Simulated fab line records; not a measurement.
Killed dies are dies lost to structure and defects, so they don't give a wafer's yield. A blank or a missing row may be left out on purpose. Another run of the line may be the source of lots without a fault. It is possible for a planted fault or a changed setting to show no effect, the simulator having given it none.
Matching of chambers + flow n5_finfet + ald_sin-03 running N5_FIN_SAQP_SPACER2_ALD_28: 4 sister chambers
The step deposits SiO2, target thk 8.1 nm, pulse time 1 s, purge time 2 s. 8 wafers are shown with their chamber, then 10 later ones without.

== WAFERS WITH THEIR CHAMBER ==
| wafer  | chamber | heater_power_w (W) | precursor_pulse_height_rel |
|--------|---------|--------------------|----------------------------|
| L077.3 | 3       | 465                | 0.998                      |
| L082.1 | 2       | 498                | 0.967                      |
| L082.2 | 1       | 466                | 0.954                      |
| L083.1 | 3       | 457                | 0.998                      |
| L083.4 | 0       | 429                | 1.008                      |
| L083.5 | 2       | 489                | 0.967                      |
| L084.4 | 1       | 462                | 0.998                      |
| L084.5 | 0       | 428                | 0.964                      |

== WAFERS WITHOUT THEIR CHAMBER ==
| wafer  | heater_power_w (W) | precursor_pulse_height_rel |
|--------|--------------------|----------------------------|
| L084.6 | 452                | 1.006                      |
| L085.1 | 439                | 0.983                      |
| L085.2 | 457                | 1.009                      |
| L085.6 | 459                | 1.005                      |
| L090.1 | 471                | 0.993                      |
| L090.2 | 499                | 1.033                      |
| L090.4 | 437                | 0.957                      |
| L091.2 | 461                | 1.023                      |
| L091.4 | 467                | 0.975                      |
| L091.5 | 503                | 0.970                      |

== THE CHAMBER EACH PASSED THROUGH ==
| wafer  | from the rows above     | in truth |
|--------|-------------------------|----------|
| L084.6 | can't be placed: 3 or 1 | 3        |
| L085.1 | 0                       | 0        |
| L085.2 | can't be placed: 3 or 1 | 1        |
| L085.6 | can't be placed: 3 or 1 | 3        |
| L090.1 | can't be placed: 1 or 3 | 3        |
| L090.2 | 2                       | 2        |
| L090.4 | 0                       | 0        |
| L091.2 | can't be placed: 3 or 1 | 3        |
| L091.4 | can't be placed: 1 or 3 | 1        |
| L091.5 | 2                       | 2        |
Correct placement for 4 of the 10. Cannot be placed on the basis of these rows: 6; the candidates contain the true chamber in 6. Placed wrongly: 0.
How it was worked out, from the rows above alone: a wafer's distance from a chamber is the root of the sum, over the readings, of the square of ((its reading less the chamber's mean) divided by the reading's scatter). If the next closest chamber is less than 2 further off than the closest, the wafer can't be placed; otherwise it belongs to the closest. For every chamber, the mean is computed from those of its wafers that are shown. How the scatter is found: for the shown wafers, subtract from each reading the mean of its chamber, square and add these, divide the total by (wafers less chambers), then take the root.
